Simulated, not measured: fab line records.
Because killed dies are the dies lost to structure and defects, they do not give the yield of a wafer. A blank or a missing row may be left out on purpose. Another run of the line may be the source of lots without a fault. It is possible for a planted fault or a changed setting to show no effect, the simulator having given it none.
What tool caused it? / flow n5Finfet / 8 lots with 23 wafers sampled at 7 steps, on a route of 1938 steps

== WHAT THE GAUGES SHOWED, per wafer ==
N5_BEOL_M10_THK_MEAS_53: measures by xrf.
lot=L294; measured=day 12 16:29; on=filmMetro-02; M10_THK (nm)=146 148
lot=L297; measured=day 13 14:26; on=filmMetro-02; M10_THK (nm)=136 135 142
lot=L301; measured=day 13 14:42; on=filmMetro-02; M10_THK (nm)=139 136 143
lot=L300; measured=day 13 18:21; on=filmMetro-02; M10_THK (nm)=140 144 141
lot=L306; measured=day 14 19:20; on=filmMetro-01; M10_THK (nm)=135 141 133
lot=L307; measured=day 15 11:52; on=filmMetro-02; M10_THK (nm)=137 140 136
lot=L311; measured=day 16 17:19; on=filmMetro-01; M10_THK (nm)=147 139 136
lot=L309; measured=day 16 19:23; on=filmMetro-01; M10_THK (nm)=148 143 139

N5_BEOL_M10_INSPECT_58: inspects for defects (darkfield).
lot=L294; measured=day 12 16:39; on=defectInspect-01; rawDefectCount=73 83
lot=L297; measured=day 13 14:35; on=defectInspect-01; rawDefectCount=73 87 80
lot=L301; measured=day 13 14:52; on=defectInspect-01; rawDefectCount=74 90 79
lot=L300; measured=day 13 18:31; on=defectInspect-02; rawDefectCount=62 54 61
lot=L306; measured=day 14 19:29; on=defectInspect-02; rawDefectCount=84 75 68
lot=L307; measured=day 15 12:02; on=defectInspect-01; rawDefectCount=68 63 64
lot=L311; measured=day 16 17:29; on=defectInspect-01; rawDefectCount=74 83 103
lot=L309; measured=day 16 19:33; on=defectInspect-02; rawDefectCount=49 97 111

N5_BEOL_M11_CD_MEAS_11: target cd 64.1 nm.
lot=L294; measured=day 12 18:42; on=cdSem-01; cdNm (nm)=63.8 63.0
lot=L297; measured=day 13 17:55; on=cdSem-01; cdNm (nm)=63.7 63.9 64.7
lot=L301; measured=day 13 18:04; on=cdSem-01; cdNm (nm)=63.9 64.4 63.8
lot=L300; measured=day 13 21:03; on=cdSem-01; cdNm (nm)=58.8 58.2 57.9
lot=L306; measured=day 14 22:22; on=cdSem-01; cdNm (nm)=60.4 58.9 59.0
lot=L307; measured=day 15 14:54; on=cdSem-03; cdNm (nm)=63.7 62.4 63.0
lot=L311; measured=day 16 20:03; on=cdSem-03; cdNm (nm)=63.9 63.7 63.2
lot=L309; measured=day 16 21:02; on=cdSem-01; cdNm (nm)=64.9 64.9 63.4

N5_BEOL_M11_CD_MEAS_18: pitch 140 nm, target cd 70 nm.
lot=L294; measured=day 12 19:19; on=cdSem-02; cdNm (nm)=69.7 68.4
lot=L297; measured=day 13 18:28; on=cdSem-01; cdNm (nm)=69.3 70.1 71.0
lot=L301; measured=day 13 18:41; on=cdSem-03; cdNm (nm)=69.8 69.8 70.4
lot=L300; measured=day 13 21:35; on=cdSem-03; cdNm (nm)=65.4 64.2 64.4
lot=L306; measured=day 14 23:05; on=cdSem-01; cdNm (nm)=65.4 64.8 63.7
lot=L307; measured=day 15 15:37; on=cdSem-01; cdNm (nm)=69.1 68.1 68.8
lot=L311; measured=day 16 20:35; on=cdSem-01; cdNm (nm)=69.4 68.6 68.1
lot=L309; measured=day 16 21:35; on=cdSem-03; cdNm (nm)=71.0 70.4 69.2

N5_BEOL_M15_RC_MEAS_101.
lot=L294; measured=day 13 22:11; on=prober-01; COMB_M10 (S/m)=1.3e-11 1.1e-11; COMB_M11 (S/m)=1.4e-11 1.4e-11; COMB_M12 (S/m)=3.9e-12 5.4e-12; COMB_M13 (S/m)=4.4e-12 4.8e-12; COMB_M14 (S/m)=4.2e-12 2.9e-12; COMB_M15 (S/m)=2.8e-12 2.4e-12; COMB_M5 (S/m)=3.1e-11 3.3e-11; COMB_M6 (S/m)=2e-11 2.9e-11; COMB_M7 (S/m)=3.7e-11 3.8e-11; COMB_M8 (S/m)=2.6e-11 1.9e-11; COMB_M9 (S/m)=1.5e-11 1.4e-11; SERP_M10 (ohm/um)=2.92 2.92; SERP_M10_max_site (ohm/um)=3.00 2.95; SERP_M11 (ohm/um)=3.10 3.28; SERP_M11_max_site (ohm/um)=3.28 3.42; SERP_M12 (ohm/um)=0.650 0.587; SERP_M13 (ohm/um)=0.312 0.320; SERP_M14 (ohm/um)=0.158 0.157; SERP_M5 (ohm/um)=36.1 39.4; SERP_M6 (ohm/um)=13.7 14.0; SERP_M7 (ohm/um)=14.6 13.2; SERP_M8 (ohm/um)=13.6 13.5; SERP_M9 (ohm/um)=2.95 3.04
lot=L297; measured=day 15 02:28; on=prober-02; COMB_M10 (S/m)=1.6e-11 1.6e-11 1.8e-11; COMB_M11 (S/m)=1.2e-11 1.4e-11 1e-11; COMB_M12 (S/m)=7.2e-12 7.1e-12 5.6e-12; COMB_M13 (S/m)=2.9e-12 3.9e-12 3e-12; COMB_M14 (S/m)=3e-12 3e-12 2.7e-12; COMB_M15 (S/m)=2.2e-12 2.4e-12 2.1e-12; COMB_M5 (S/m)=3.7e-11 3.9e-11 4.8e-11; COMB_M6 (S/m)=2.8e-11 3.6e-11 2.5e-11; COMB_M7 (S/m)=2.9e-11 2.1e-11 2.8e-11; COMB_M8 (S/m)=2.1e-11 2.5e-11 2.3e-11; COMB_M9 (S/m)=1.6e-11 1.7e-11 1.3e-11; SERP_M10 (ohm/um)=3.13 3.11 3.03; SERP_M10_max_site (ohm/um)=3.16 3.14 3.12; SERP_M11 (ohm/um)=3.08 2.98 3.08; SERP_M11_max_site (ohm/um)=3.13 3.07 3.15; SERP_M12 (ohm/um)=0.593 0.639 0.641; SERP_M13 (ohm/um)=0.315 0.312 0.314; SERP_M14 (ohm/um)=0.152 0.151 0.165; SERP_M5 (ohm/um)=40.0 40.0 37.8; SERP_M6 (ohm/um)=15.1 14.9 14.0; SERP_M7 (ohm/um)=12.9 13.5 13.4; SERP_M8 (ohm/um)=14.6 13.6 13.8; SERP_M9 (ohm/um)=2.95 3.21 3.19
lot=L301; measured=day 14 19:51; on=prober-02; COMB_M10 (S/m)=8e-12 1.4e-11 9e-12; COMB_M11 (S/m)=1.4e-11 1e-11 1.4e-11; COMB_M12 (S/m)=5.4e-12 5.3e-12 5.9e-12; COMB_M13 (S/m)=5e-12 4.1e-12 4.6e-12; COMB_M14 (S/m)=2.8e-12 3.6e-12 2.7e-12; COMB_M15 (S/m)=2.1e-12 1.6e-12 1.3e-12; COMB_M5 (S/m)=4.7e-11 5.4e-11 4.3e-11; COMB_M6 (S/m)=2.1e-11 3.2e-11 3.9e-11; COMB_M7 (S/m)=2.2e-11 2.2e-11 2.1e-11; COMB_M8 (S/m)=2.5e-11 2.6e-11 2.6e-11; COMB_M9 (S/m)=1.3e-11 1.1e-11 1.8e-11; SERP_M10 (ohm/um)=3.05 3.18 2.94; SERP_M10_max_site (ohm/um)=3.13 3.24 3.06; SERP_M11 (ohm/um)=3.16 3.09 3.29; SERP_M11_max_site (ohm/um)=3.33 3.12 3.35; SERP_M12 (ohm/um)=0.666 0.652 0.679; SERP_M13 (ohm/um)=0.311 0.312 0.307; SERP_M14 (ohm/um)=0.159 0.151 0.159; SERP_M5 (ohm/um)=42.5 39.1 44.9; SERP_M6 (ohm/um)=13.1 14.0 13.2; SERP_M7 (ohm/um)=13.4 16.2 14.7; SERP_M8 (ohm/um)=13.1 13.7 12.5; SERP_M9 (ohm/um)=2.99 3.07 3.30
lot=L300; measured=day 15 07:27; on=prober-02; COMB_M10 (S/m)=1.2e-11 1.3e-11 1.7e-11; COMB_M11 (S/m)=1.5e-11 1.6e-11 1.4e-11; COMB_M12 (S/m)=6.7e-12 6.7e-12 7e-12; COMB_M13 (S/m)=3.5e-12 3.9e-12 3.1e-12; COMB_M14 (S/m)=4.1e-12 3.2e-12 3.5e-12; COMB_M15 (S/m)=1.7e-12 2.4e-12 2.1e-12; COMB_M5 (S/m)=3.9e-11 2.9e-11 4e-11; COMB_M6 (S/m)=3e-11 3e-11 2.5e-11; COMB_M7 (S/m)=2.8e-11 2.6e-11 1.8e-11; COMB_M8 (S/m)=2.5e-11 2.5e-11 2.1e-11; COMB_M9 (S/m)=1.3e-11 1.2e-11 1.5e-11; SERP_M10 (ohm/um)=3.10 2.99 3.06; SERP_M10_max_site (ohm/um)=3.21 3.06 3.13; SERP_M11 (ohm/um)=3.42 3.53 3.46; SERP_M11_max_site (ohm/um)=3.56 3.58 3.54; SERP_M12 (ohm/um)=0.651 0.623 0.630; SERP_M13 (ohm/um)=0.303 0.304 0.307; SERP_M14 (ohm/um)=0.161 0.161 0.171; SERP_M5 (ohm/um)=38.8 36.4 37.4; SERP_M6 (ohm/um)=13.2 13.5 14.0; SERP_M7 (ohm/um)=14.1 13.9 14.5; SERP_M8 (ohm/um)=13.1 13.0 13.7; SERP_M9 (ohm/um)=3.00 3.13 3.13
lot=L306; measured=day 16 11:28; on=prober-02; COMB_M10 (S/m)=1e-11 1.3e-11 1.4e-11; COMB_M11 (S/m)=1.7e-11 1.3e-11 1.2e-11; COMB_M12 (S/m)=9e-12 4.8e-12 4.8e-12; COMB_M13 (S/m)=4.3e-12 5e-12 4.5e-12; COMB_M14 (S/m)=5.1e-12 4.3e-12 3.8e-12; COMB_M15 (S/m)=1.5e-12 2.1e-12 2e-12; COMB_M5 (S/m)=3.8e-11 4.1e-11 3.8e-11; COMB_M6 (S/m)=2.3e-11 3.1e-11 2.4e-11; COMB_M7 (S/m)=2.7e-11 1.9e-11 2.2e-11; COMB_M8 (S/m)=2.6e-11 2.3e-11 3.1e-11; COMB_M9 (S/m)=1.2e-11 1.5e-11 1e-11; SERP_M10 (ohm/um)=3.26 3.14 3.37; SERP_M10_max_site (ohm/um)=3.34 3.29 3.49; SERP_M11 (ohm/um)=3.39 3.44 3.43; SERP_M11_max_site (ohm/um)=3.43 3.54 3.51; SERP_M12 (ohm/um)=0.607 0.593 0.597; SERP_M13 (ohm/um)=0.300 0.310 0.312; SERP_M14 (ohm/um)=0.163 0.149 0.166; SERP_M5 (ohm/um)=39.5 39.0 41.4; SERP_M6 (ohm/um)=14.9 14.4 15.1; SERP_M7 (ohm/um)=13.5 14.3 14.8; SERP_M8 (ohm/um)=13.9 13.8 13.2; SERP_M9 (ohm/um)=3.11 3.15 3.09
lot=L307; measured=day 16 16:46; on=prober-02; COMB_M10 (S/m)=1.9e-11 1.2e-11 1.8e-11; COMB_M11 (S/m)=1.2e-11 6e-12 8e-12; COMB_M12 (S/m)=5e-12 7.7e-12 5.3e-12; COMB_M13 (S/m)=4.8e-12 3.6e-12 3.7e-12; COMB_M14 (S/m)=3.6e-12 3.7e-12 2.6e-12; COMB_M15 (S/m)=1.5e-12 1.3e-12 3.3e-12; COMB_M5 (S/m)=4.9e-11 3.5e-11 3e-11; COMB_M6 (S/m)=2.2e-11 3e-11 2.8e-11; COMB_M7 (S/m)=2.9e-11 3e-11 2e-11; COMB_M8 (S/m)=1.8e-11 2.3e-11 2.8e-11; COMB_M9 (S/m)=1.8e-11 1.5e-11 8e-12; SERP_M10 (ohm/um)=3.07 3.07 3.07; SERP_M10_max_site (ohm/um)=3.17 3.10 3.14; SERP_M11 (ohm/um)=3.13 3.14 3.11; SERP_M11_max_site (ohm/um)=3.16 3.25 3.21; SERP_M12 (ohm/um)=0.642 0.612 0.622; SERP_M13 (ohm/um)=0.296 0.294 0.327; SERP_M14 (ohm/um)=0.148 0.160 0.158; SERP_M5 (ohm/um)=41.6 40.9 40.4; SERP_M6 (ohm/um)=13.1 14.1 15.1; SERP_M7 (ohm/um)=13.3 14.1 14.3; SERP_M8 (ohm/um)=13.3 13.2 13.7; SERP_M9 (ohm/um)=2.92 3.02 2.97
lot=L311; measured=day 18 00:25; on=prober-01; COMB_M10 (S/m)=1.3e-11 1.9e-11 1.1e-11; COMB_M11 (S/m)=1.2e-11 1.6e-11 1.1e-11; COMB_M12 (S/m)=6.4e-12 6e-12 4.9e-12; COMB_M13 (S/m)=4.9e-12 4.7e-12 4.2e-12; COMB_M14 (S/m)=3.6e-12 5.1e-12 4.6e-12; COMB_M15 (S/m)=1.7e-12 2.6e-12 1.4e-12; COMB_M5 (S/m)=2.4e-11 3.8e-11 3.8e-11; COMB_M6 (S/m)=2.7e-11 3e-11 2.8e-11; COMB_M7 (S/m)=2.5e-11 2.6e-11 3.2e-11; COMB_M8 (S/m)=2.6e-11 2.2e-11 2.4e-11; COMB_M9 (S/m)=1.5e-11 1.7e-11 1e-11; SERP_M10 (ohm/um)=3.08 3.15 3.28; SERP_M10_max_site (ohm/um)=3.16 3.25 3.37; SERP_M11 (ohm/um)=3.02 3.13 3.09; SERP_M11_max_site (ohm/um)=3.17 3.19 3.24; SERP_M12 (ohm/um)=0.616 0.646 0.659; SERP_M13 (ohm/um)=0.297 0.301 0.308; SERP_M14 (ohm/um)=0.158 0.161 0.160; SERP_M5 (ohm/um)=39.4 35.0 37.8; SERP_M6 (ohm/um)=13.0 12.5 13.3; SERP_M7 (ohm/um)=13.8 13.7 14.2; SERP_M8 (ohm/um)=14.9 13.5 14.6; SERP_M9 (ohm/um)=3.07 3.11 2.99
lot=L309; measured=day 18 00:47; on=prober-02; COMB_M10 (S/m)=1.1e-11 1.1e-11 1.5e-11; COMB_M11 (S/m)=1.6e-11 2.5e-11 1.6e-11; COMB_M12 (S/m)=6e-12 5.6e-12 4.2e-12; COMB_M13 (S/m)=3.9e-12 3.6e-12 5e-12; COMB_M14 (S/m)=3.2e-12 2.4e-12 2.9e-12; COMB_M15 (S/m)=1.8e-12 3.4e-12 2.5e-12; COMB_M5 (S/m)=2.5e-11 3.4e-11 3.9e-11; COMB_M6 (S/m)=2.6e-11 1.9e-11 3.1e-11; COMB_M7 (S/m)=3.3e-11 3e-11 2.5e-11; COMB_M8 (S/m)=2.7e-11 2.5e-11 2.7e-11; COMB_M9 (S/m)=1.2e-11 1.3e-11 1e-11; SERP_M10 (ohm/um)=2.95 3.05 2.97; SERP_M10_max_site (ohm/um)=3.05 3.08 3.13; SERP_M11 (ohm/um)=3.00 2.90 3.10; SERP_M11_max_site (ohm/um)=3.11 3.06 3.25; SERP_M12 (ohm/um)=0.616 0.627 0.615; SERP_M13 (ohm/um)=0.307 0.293 0.307; SERP_M14 (ohm/um)=0.154 0.162 0.164; SERP_M5 (ohm/um)=40.5 41.9 38.0; SERP_M6 (ohm/um)=14.7 14.1 14.1; SERP_M7 (ohm/um)=12.6 13.3 14.7; SERP_M8 (ohm/um)=13.2 13.0 14.2; SERP_M9 (ohm/um)=3.16 3.12 3.02

== EACH LOT AND THE TOOL THAT RAN IT (in order: tool; ch and the chambers of the sampled wafers; start) ==
lot=L294; N5_BEOL_M10_DEP_56=pecvd-03 ch 0,1, day 12 16:33; N5_BEOL_M11_EXPOSE_08=arfiScanner-02 ch 0, day 12 18:34
lot=L297; N5_BEOL_M10_DEP_56=pecvd-03 ch 0,1,2, day 13 14:30; N5_BEOL_M11_EXPOSE_08=arfiScanner-01 ch 0, day 13 17:48
lot=L301; N5_BEOL_M10_DEP_56=pecvd-03 ch 0,1, day 13 14:46; N5_BEOL_M11_EXPOSE_08=arfiScanner-01 ch 0, day 13 17:56
lot=L300; N5_BEOL_M10_DEP_56=pecvd-01 ch 0,2, day 13 18:25; N5_BEOL_M11_EXPOSE_08=arfiScanner-01 ch 0, day 13 20:56
lot=L306; N5_BEOL_M10_DEP_56=pecvd-04 ch 1,2, day 14 19:23; N5_BEOL_M11_EXPOSE_08=arfiScanner-01 ch 0, day 14 22:14
lot=L307; N5_BEOL_M10_DEP_56=pecvd-04 ch 0,1,2, day 15 11:56; N5_BEOL_M11_EXPOSE_08=arfiScanner-02 ch 0, day 15 14:47
lot=L311; N5_BEOL_M10_DEP_56=pecvd-04 ch 0,2, day 16 17:23; N5_BEOL_M11_EXPOSE_08=arfiScanner-03 ch 0, day 16 19:55
lot=L309; N5_BEOL_M10_DEP_56=pecvd-04 ch 0,1,2, day 16 19:27; N5_BEOL_M11_EXPOSE_08=arfiScanner-02 ch 0, day 16 20:55
- N5_BEOL_M10_DEP_56: deposits SiCN from 3MS/NH3, target thk 15 nm, time 26.5 s.
- N5_BEOL_M11_EXPOSE_08: exposes mask M11.

== WHAT THE TOOLS THEMSELVES READ (means of the sampled wafers that have a number; where no wafer has one, the mark that the record gives instead) ==
N5_BEOL_M10_DEP_56.
lot=L294; tool=pecvd-03; showerheadPlenumPTorr (Torr)=3.652; throttleValvePct (%)=9.6
lot=L297; tool=pecvd-03; showerheadPlenumPTorr (Torr)=3.661; throttleValvePct (%)=9.5
lot=L301; tool=pecvd-03; showerheadPlenumPTorr (Torr)=3.645; throttleValvePct (%)=9.6
lot=L300; tool=pecvd-01; showerheadPlenumPTorr (Torr)=3.657; throttleValvePct (%)=9.2
lot=L306; tool=pecvd-04; showerheadPlenumPTorr (Torr)=3.651; throttleValvePct (%)=8.9
lot=L307; tool=pecvd-04; showerheadPlenumPTorr (Torr)=3.655; throttleValvePct (%)=8.6
lot=L311; tool=pecvd-04; showerheadPlenumPTorr (Torr)=3.667; throttleValvePct (%)=8.5
lot=L309; tool=pecvd-04; showerheadPlenumPTorr (Torr)=3.658; throttleValvePct (%)=8.7

N5_BEOL_M11_EXPOSE_08.
lot=L294 tool=arfiScanner-02 exposureDoseMJCm2=53.70
lot=L297 tool=arfiScanner-01 exposureDoseMJCm2=53.75
lot=L301 tool=arfiScanner-01 exposureDoseMJCm2=53.74
lot=L300 tool=arfiScanner-01 exposureDoseMJCm2=47.53
lot=L306 tool=arfiScanner-01 exposureDoseMJCm2=49.86
lot=L307 tool=arfiScanner-02 exposureDoseMJCm2=53.67
lot=L311 tool=arfiScanner-03 exposureDoseMJCm2=53.75
lot=L309 tool=arfiScanner-02 exposureDoseMJCm2=53.66

== THE ANSWER, worked out from the rows above alone ==
Rule: the usual values come from the lots themselves. Put in order of their means at a reading, lots are off if they are a third of the lots or fewer, leave a main group of 4 or more, and stand apart from it by a gap of 3 or more times the standard deviation of the main group's means; of several such gaps the widest counts. Not used: any main group whose means are identical at the precision the tables above print for the reading. Also off: a lot with no number at a reading for which 4 or more lots have one. Where the step has rows for the other lots, those lots are counted as sound. First the gauges in route order, then the tools' own readings, where a lot's mean is used as printed above. At the first step where some lot is off, the reading lying furthest off is the one used; lots without a number count as furthest.
Off: L300, L306, at N5_BEOL_M11_CD_MEAS_11 (cdNm). For the main group the mean is 63.8 nm and the standard deviation 0.46.
A tool fits if, at a process step before that reading, it ran every lot that is off, and no sound lot after the first of them. The gauges at N5_BEOL_M11_CD_MEAS_11 aren't tried: what is off there is off at N5_BEOL_M15_RC_MEAS_101 too, on other tools, and a gauge's error can't cause that. One fits: arfiScanner-01 at N5_BEOL_M11_EXPOSE_08. A fault onset in the window from L301 (day 13 17:56, its last sound lot) to L300 (day 13 20:56, its first lot off) fits.
The tool's own readings at N5_BEOL_M11_EXPOSE_08 bear it out: on the lots that are off they differ by more than 5 times the standard deviation of the sound lots' means. exposureDoseMJCm2 reads 48.70 there against 53.71 on the sound lots.

== WHAT THE SIMULATOR HAD PUT IN ==
Process parameters drifting: arfiScanner-01 at N5_BEOL_M11_EXPOSE_08, beginning at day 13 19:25. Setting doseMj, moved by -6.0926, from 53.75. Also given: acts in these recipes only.
Lots struck among those shown: L300, L306. The rule given above showed the same thing.
